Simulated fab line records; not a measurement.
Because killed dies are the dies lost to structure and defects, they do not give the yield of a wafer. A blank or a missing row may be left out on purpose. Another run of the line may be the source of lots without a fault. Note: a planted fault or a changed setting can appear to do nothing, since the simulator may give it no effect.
Chamber matching :: flow n5-finfet :: rie-diel-02 running N5_MOL_CONTACT_COAG_ETCH_15: 4 sister chambers
The step etches SiNx in CH3F/O2, stops on Si:P, target depth 7 nm. 8 wafers are shown with their chamber, then 8 later ones without.

## WAFERS WITH THEIR CHAMBER
wafer: L075.4
chamber: 2
drypump-motor-current-A (A): 6.5
throttle-valve-pct (%): 16.40

wafer: L076.4
chamber: 3
drypump-motor-current-A (A): 5.1
throttle-valve-pct (%): 16.76

wafer: L085.4
chamber: 0
drypump-motor-current-A (A): 5.2
throttle-valve-pct (%): 15.81

wafer: L085.6
chamber: 0
drypump-motor-current-A (A): 5.2
throttle-valve-pct (%): 15.80

wafer: L086.1
chamber: 3
drypump-motor-current-A (A): 5.1
throttle-valve-pct (%): 16.83

wafer: L086.2
chamber: 1
drypump-motor-current-A (A): 5.5
throttle-valve-pct (%): 16.56

wafer: L086.4
chamber: 2
drypump-motor-current-A (A): 6.4
throttle-valve-pct (%): 16.45

wafer: L087.2
chamber: 1
drypump-motor-current-A (A): 5.5
throttle-valve-pct (%): 16.56

## WAFERS WITHOUT THEIR CHAMBER
wafer: L087.5
drypump-motor-current-A (A): 5.1
throttle-valve-pct (%): 16.83

wafer: L087.6
drypump-motor-current-A (A): 5.3
throttle-valve-pct (%): 15.82

wafer: L094.2
drypump-motor-current-A (A): 5.2
throttle-valve-pct (%): 15.83

wafer: L094.3
drypump-motor-current-A (A): 6.4
throttle-valve-pct (%): 16.46

wafer: L094.4
drypump-motor-current-A (A): 5.1
throttle-valve-pct (%): 16.86

wafer: L097.1
drypump-motor-current-A (A): 5.3
throttle-valve-pct (%): 15.86

wafer: L097.4
drypump-motor-current-A (A): 6.5
throttle-valve-pct (%): 16.47

wafer: L097.5
drypump-motor-current-A (A): 6.5
throttle-valve-pct (%): 16.48

## CHAMBER TAKEN BY EACH
wafer: L087.5
from the rows above: 3
in truth: 3

wafer: L087.6
from the rows above: 0
in truth: 0

wafer: L094.2
from the rows above: 0
in truth: 0

wafer: L094.3
from the rows above: 2
in truth: 2

wafer: L094.4
from the rows above: 3
in truth: 3

wafer: L097.1
from the rows above: 0
in truth: 0

wafer: L097.4
from the rows above: 2
in truth: 2

wafer: L097.5
from the rows above: 2
in truth: 2
Correctly placed: 8 of 8. Not placeable from these rows: 0. Number placed wrongly: 0.
How it was worked out, from the rows above alone: a wafer's distance from a chamber is the root of the sum, over the readings, of the square of ((its reading less the chamber's mean) divided by the reading's scatter). If the next closest chamber is less than 2 further off than the closest, the wafer can't be placed; otherwise it belongs to the closest. Each chamber's mean is taken over the wafers shown for it. How the scatter is found: for the shown wafers, subtract from each reading the mean of its chamber, square and add these, divide the total by (wafers less chambers), then take the root.
